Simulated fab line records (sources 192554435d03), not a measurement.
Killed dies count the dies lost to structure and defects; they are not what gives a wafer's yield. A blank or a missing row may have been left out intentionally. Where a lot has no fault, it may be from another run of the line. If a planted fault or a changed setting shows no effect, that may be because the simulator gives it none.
Matching of chambers -- flow n5-finfet -- 3 sister chambers for N5_BEOL_M0_SAQP_PECVD_03 on pecvd-03
The step deposits SiCN from 3MS/NH3, target thk 12 nm, time 21.1 s. 6 wafers are shown with their chamber, then 12 later ones without.

== WAFERS WITH THEIR CHAMBER ==
wafer,chamber,throttle-valve-pct (%),showerhead-plenum-p-Torr (Torr)
L087.6,1,9.1,3.647
L089.1,1,9.2,3.649
L089.2,0,10.1,3.677
L091.2,2,8.8,3.663
L091.5,0,9.9,3.682
L091.6,2,8.9,3.663

== WAFERS WITHOUT THEIR CHAMBER ==
wafer,throttle-valve-pct (%),showerhead-plenum-p-Torr (Torr)
L092.1,9.2,3.640
L092.2,8.8,3.657
L092.4,9.9,3.673
L093.2,9.2,3.675
L093.3,9.7,3.671
L093.4,10.0,3.691
L096.4,9.1,3.668
L096.5,8.8,3.659
L096.6,9.4,3.641
L097.2,8.8,3.657
L097.4,9.2,3.638
L097.6,9.9,3.682

== WHICH CHAMBER EACH WENT THROUGH ==
wafer,from the rows above,in truth
L092.1,1,1
L092.2,2,2
L092.4,0,0
L093.2,can't be placed: 2 or 0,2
L093.3,0,0
L093.4,0,0
L096.4,2,2
L096.5,2,2
L096.6,1,1
L097.2,2,2
L097.4,1,1
L097.6,0,0
Placed correctly: 11 of 12. Unplaceable from these rows: 1, with the true chamber sitting among the candidates in 1. Wrongly placed: 0.
How it was worked out, from the rows above alone: a wafer's distance from a chamber is the root of the sum, over the readings, of the square of ((its reading less the chamber's mean) divided by the reading's scatter). The wafer belongs to the nearest chamber; if the next one is less than 2 further off, it can't be placed. The mean given for a chamber averages the wafers shown for that chamber. The scatter is the square root of a quotient: the sum, over the shown wafers, of each reading's squared deviation from its chamber's mean, divided by wafers minus chambers.
